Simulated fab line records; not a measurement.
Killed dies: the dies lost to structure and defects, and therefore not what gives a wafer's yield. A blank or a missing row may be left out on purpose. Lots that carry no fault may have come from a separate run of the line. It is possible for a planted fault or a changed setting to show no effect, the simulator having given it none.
Matching of chambers	flow n5Finfet	N5_MOL_CONTACT_COAG_ETCHBACK_136 on rieDiel-04: 4 sister chambers
The step etches SiO2 in CHF3, target depth 25 nm, time 16.7 s. 4 wafers are shown with their chamber, then 7 later ones without.

== WAFERS PAIRED WITH THEIR CHAMBERS ==
wafer	chamber	rfVppV (V)
L082.2	3	538
L082.3	1	513
L090.1	0	549
L090.2	2	543

== WAFERS WITHOUT THEIR CHAMBER ==
wafer	rfVppV (V)
L090.5	543
L091.2	537
L091.3	543
L091.4	549
L092.2	539
L092.5	539
L092.6	542

== WHICH CHAMBER EACH WENT THROUGH ==
wafer	from the rows above	in truth
L090.5	2	2
L091.2	3	3
L091.3	2	2
L091.4	0	0
L092.2	3	3
L092.5	3	3
L092.6	2	2
Placed correctly: 7 of 7. Not placeable from these rows: 0. Placed wrongly: 0.
How it was worked out, from the rows above alone: a wafer's distance from a chamber is the root of the sum, over the readings, of the square of ((its reading less the chamber's mean) divided by the reading's scatter). If the next closest chamber is less than 2 further off than the closest, the wafer can't be placed; otherwise it belongs to the closest. Each chamber's mean is taken over the wafers shown for it. The scatter: with one shown wafer a chamber, the root of the mean of the squares of how far each hidden wafer lies from its nearest shown one.
